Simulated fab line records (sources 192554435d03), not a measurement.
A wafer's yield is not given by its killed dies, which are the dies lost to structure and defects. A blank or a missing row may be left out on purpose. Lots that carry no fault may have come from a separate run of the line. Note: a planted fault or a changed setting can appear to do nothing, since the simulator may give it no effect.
Chamber matching || flow n5-finfet || rie-diel-02 running N5_DUMMY_REMOVAL_STRIP_10: 4 sister chambers
The step strips in N2/H2, time 40 s. 18 wafers are shown with their chamber, then 9 later ones without.

== EACH WAFER AND ITS CHAMBER ==
{"wafer": "L074.4", "chamber": 2, "showerhead-plenum-p-Torr (Torr)": 3.25, "drypump-motor-current-A (A)": 6.4, "throttle-valve-pct (%)": 12.24}
{"wafer": "L074.5", "chamber": 0, "showerhead-plenum-p-Torr (Torr)": 3.46, "drypump-motor-current-A (A)": 6.4, "throttle-valve-pct (%)": 12.22}
{"wafer": "L074.6", "chamber": 3, "showerhead-plenum-p-Torr (Torr)": 3.39, "drypump-motor-current-A (A)": 6.5, "throttle-valve-pct (%)": 12.27}
{"wafer": "L077.3", "chamber": 1, "showerhead-plenum-p-Torr (Torr)": 3.48, "drypump-motor-current-A (A)": 5.1, "throttle-valve-pct (%)": 12.05}
{"wafer": "L077.4", "chamber": 0, "showerhead-plenum-p-Torr (Torr)": 3.45, "drypump-motor-current-A (A)": 6.5, "throttle-valve-pct (%)": 12.25}
{"wafer": "L077.5", "chamber": 3, "showerhead-plenum-p-Torr (Torr)": 3.39, "drypump-motor-current-A (A)": 6.5, "throttle-valve-pct (%)": 12.26}
{"wafer": "L079.1", "chamber": 1, "showerhead-plenum-p-Torr (Torr)": 3.48, "drypump-motor-current-A (A)": 5.1, "throttle-valve-pct (%)": 12.04}
{"wafer": "L079.3", "chamber": 3, "showerhead-plenum-p-Torr (Torr)": 3.39, "drypump-motor-current-A (A)": 6.4, "throttle-valve-pct (%)": 12.28}
{"wafer": "L079.4", "chamber": 2, "showerhead-plenum-p-Torr (Torr)": 3.25, "drypump-motor-current-A (A)": 6.4, "throttle-valve-pct (%)": 12.26}
{"wafer": "L083.3", "chamber": 0, "showerhead-plenum-p-Torr (Torr)": 3.45, "drypump-motor-current-A (A)": 6.4, "throttle-valve-pct (%)": 12.28}
{"wafer": "L083.5", "chamber": 3, "showerhead-plenum-p-Torr (Torr)": 3.38, "drypump-motor-current-A (A)": 6.5, "throttle-valve-pct (%)": 12.31}
{"wafer": "L083.6", "chamber": 2, "showerhead-plenum-p-Torr (Torr)": 3.25, "drypump-motor-current-A (A)": 6.3, "throttle-valve-pct (%)": 12.27}
{"wafer": "L086.1", "chamber": 2, "showerhead-plenum-p-Torr (Torr)": 3.24, "drypump-motor-current-A (A)": 6.3, "throttle-valve-pct (%)": 12.28}
{"wafer": "L086.2", "chamber": 1, "showerhead-plenum-p-Torr (Torr)": 3.47, "drypump-motor-current-A (A)": 5.1, "throttle-valve-pct (%)": 12.08}
{"wafer": "L086.6", "chamber": 1, "showerhead-plenum-p-Torr (Torr)": 3.47, "drypump-motor-current-A (A)": 5.1, "throttle-valve-pct (%)": 12.08}
{"wafer": "L087.1", "chamber": 3, "showerhead-plenum-p-Torr (Torr)": 3.38, "drypump-motor-current-A (A)": 6.5, "throttle-valve-pct (%)": 12.34}
{"wafer": "L087.5", "chamber": 0, "showerhead-plenum-p-Torr (Torr)": 3.45, "drypump-motor-current-A (A)": 6.5, "throttle-valve-pct (%)": 11.64}
{"wafer": "L087.6", "chamber": 3, "showerhead-plenum-p-Torr (Torr)": 3.38, "drypump-motor-current-A (A)": 6.5, "throttle-valve-pct (%)": 12.34}

SIGNATURES (means of the wafers above)
{"reading": "showerhead-plenum-p-Torr", "chamber 0": 3.4525, "chamber 1": 3.4750, "chamber 2": 3.2475, "chamber 3": 3.3850, "scatter within a chamber": 0.00535}
{"reading": "drypump-motor-current-A", "chamber 0": 6.450, "chamber 1": 5.100, "chamber 2": 6.350, "chamber 3": 6.483, "scatter within a chamber": 0.045}
{"reading": "throttle-valve-pct", "chamber 0": 12.0975, "chamber 1": 12.0625, "chamber 2": 12.2625, "chamber 3": 12.3000, "scatter within a chamber": 0.144}
Rule: a wafer's distance from a chamber is the root of the sum, over the readings, of the square of ((its reading less the chamber's mean) divided by the reading's scatter). The wafer belongs to the nearest chamber; if the next one is less than 2 further off, it can't be placed. The scatter is the square root of a quotient: the sum, over the shown wafers, of each reading's squared deviation from its chamber's mean, divided by wafers minus chambers.

== WAFERS WITH NO CHAMBER GIVEN ==
{"wafer": "L089.3", "showerhead-plenum-p-Torr (Torr)": 3.47, "drypump-motor-current-A (A)": 5.1, "throttle-valve-pct (%)": 12.09}
{"wafer": "L089.5", "showerhead-plenum-p-Torr (Torr)": 3.47, "drypump-motor-current-A (A)": 5.1, "throttle-valve-pct (%)": 12.09}
{"wafer": "L089.6", "showerhead-plenum-p-Torr (Torr)": 3.44, "drypump-motor-current-A (A)": 6.5, "throttle-valve-pct (%)": 11.64}
{"wafer": "L091.2", "showerhead-plenum-p-Torr (Torr)": 3.44, "drypump-motor-current-A (A)": 6.4, "throttle-valve-pct (%)": 11.66}
{"wafer": "L091.3", "showerhead-plenum-p-Torr (Torr)": 3.24, "drypump-motor-current-A (A)": 6.3, "throttle-valve-pct (%)": 12.31}
{"wafer": "L091.5", "showerhead-plenum-p-Torr (Torr)": 3.38, "drypump-motor-current-A (A)": 6.5, "throttle-valve-pct (%)": 12.33}
{"wafer": "L093.1", "showerhead-plenum-p-Torr (Torr)": 3.24, "drypump-motor-current-A (A)": 6.3, "throttle-valve-pct (%)": 12.32}
{"wafer": "L093.2", "showerhead-plenum-p-Torr (Torr)": 3.37, "drypump-motor-current-A (A)": 6.4, "throttle-valve-pct (%)": 12.34}
{"wafer": "L093.6", "showerhead-plenum-p-Torr (Torr)": 3.46, "drypump-motor-current-A (A)": 5.1, "throttle-valve-pct (%)": 12.12}

== THE CHAMBER EACH PASSED THROUGH ==
{"wafer": "L089.3", "from the rows above": 1, "in truth": 1}
{"wafer": "L089.5", "from the rows above": 1, "in truth": 1}
{"wafer": "L089.6", "from the rows above": 0, "in truth": 0}
{"wafer": "L091.2", "from the rows above": 0, "in truth": 0}
{"wafer": "L091.3", "from the rows above": 2, "in truth": 2}
{"wafer": "L091.5", "from the rows above": 3, "in truth": 3}
{"wafer": "L093.1", "from the rows above": 2, "in truth": 2}
{"wafer": "L093.2", "from the rows above": 3, "in truth": 3}
{"wafer": "L093.6", "from the rows above": 1, "in truth": 1}
Correctly placed: 9 of 9. From these rows, 0 cannot be placed. Wrongly placed: 0.
